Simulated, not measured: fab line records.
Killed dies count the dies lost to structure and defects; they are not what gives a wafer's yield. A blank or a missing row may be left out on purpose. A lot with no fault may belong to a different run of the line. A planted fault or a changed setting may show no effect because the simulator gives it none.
Matching of chambers :: flow nand-harc :: NHARC_A_STAIRCASE_TRIM_187 on rie-diel-07 has 4 sister chambers
The step chemistry O2, time 211.2 s. 8 wafers are shown with their chamber, then 10 later ones without.

== WAFERS PAIRED WITH THEIR CHAMBERS ==
wafer: L082.3
chamber: 2
showerhead-plenum-p-Torr (Torr): 3.33
drypump-motor-current-A (A): 5.7

wafer: L082.4
chamber: 1
showerhead-plenum-p-Torr (Torr): 3.50
drypump-motor-current-A (A): 6.1

wafer: L082.5
chamber: 3
showerhead-plenum-p-Torr (Torr): 3.65
drypump-motor-current-A (A): 5.9

wafer: L081.1
chamber: 2
showerhead-plenum-p-Torr (Torr): 3.33
drypump-motor-current-A (A): 5.7

wafer: L081.3
chamber: 0
showerhead-plenum-p-Torr (Torr): 3.49
drypump-motor-current-A (A): 5.1

wafer: L081.5
chamber: 1
showerhead-plenum-p-Torr (Torr): 3.50
drypump-motor-current-A (A): 6.1

wafer: L088.3
chamber: 3
showerhead-plenum-p-Torr (Torr): 3.63
drypump-motor-current-A (A): 5.9

wafer: L088.4
chamber: 0
showerhead-plenum-p-Torr (Torr): 3.47
drypump-motor-current-A (A): 5.2

== WAFERS WHOSE CHAMBER IS MISSING ==
wafer: L088.5
showerhead-plenum-p-Torr (Torr): 3.49
drypump-motor-current-A (A): 6.0

wafer: L089.1
showerhead-plenum-p-Torr (Torr): 3.63
drypump-motor-current-A (A): 5.9

wafer: L089.3
showerhead-plenum-p-Torr (Torr): 3.49
drypump-motor-current-A (A): 6.0

wafer: L089.5
showerhead-plenum-p-Torr (Torr): 3.49
drypump-motor-current-A (A): 6.0

wafer: L091.1
showerhead-plenum-p-Torr (Torr): 3.47
drypump-motor-current-A (A): 5.1

wafer: L091.2
showerhead-plenum-p-Torr (Torr): 3.31
drypump-motor-current-A (A): 5.7

wafer: L091.4
showerhead-plenum-p-Torr (Torr): 3.63
drypump-motor-current-A (A): 5.9

wafer: L093.4
showerhead-plenum-p-Torr (Torr): 3.62
drypump-motor-current-A (A): 5.9

wafer: L093.5
showerhead-plenum-p-Torr (Torr): 3.62
drypump-motor-current-A (A): 5.9

wafer: L093.6
showerhead-plenum-p-Torr (Torr): 3.30
drypump-motor-current-A (A): 5.7

== THE CHAMBER EACH PASSED THROUGH ==
wafer: L088.5
from the rows above: 1
in truth: 1

wafer: L089.1
from the rows above: 3
in truth: 3

wafer: L089.3
from the rows above: 1
in truth: 1

wafer: L089.5
from the rows above: 1
in truth: 1

wafer: L091.1
from the rows above: 0
in truth: 0

wafer: L091.2
from the rows above: 2
in truth: 2

wafer: L091.4
from the rows above: 3
in truth: 3

wafer: L093.4
from the rows above: 3
in truth: 3

wafer: L093.5
from the rows above: 3
in truth: 3

wafer: L093.6
from the rows above: 2
in truth: 2
10 of 10 placed correctly. Can't be placed from these rows: 0. 0 placed wrongly.
How it was worked out, from the rows above alone: a wafer's distance from a chamber is the root of the sum, over the readings, of the square of ((its reading less the chamber's mean) divided by the reading's scatter). If the next closest chamber is less than 2 further off than the closest, the wafer can't be placed; otherwise it belongs to the closest. A chamber's mean is the mean of its shown wafers. The scatter is the square root of a quotient: the sum, over the shown wafers, of each reading's squared deviation from its chamber's mean, divided by wafers minus chambers.
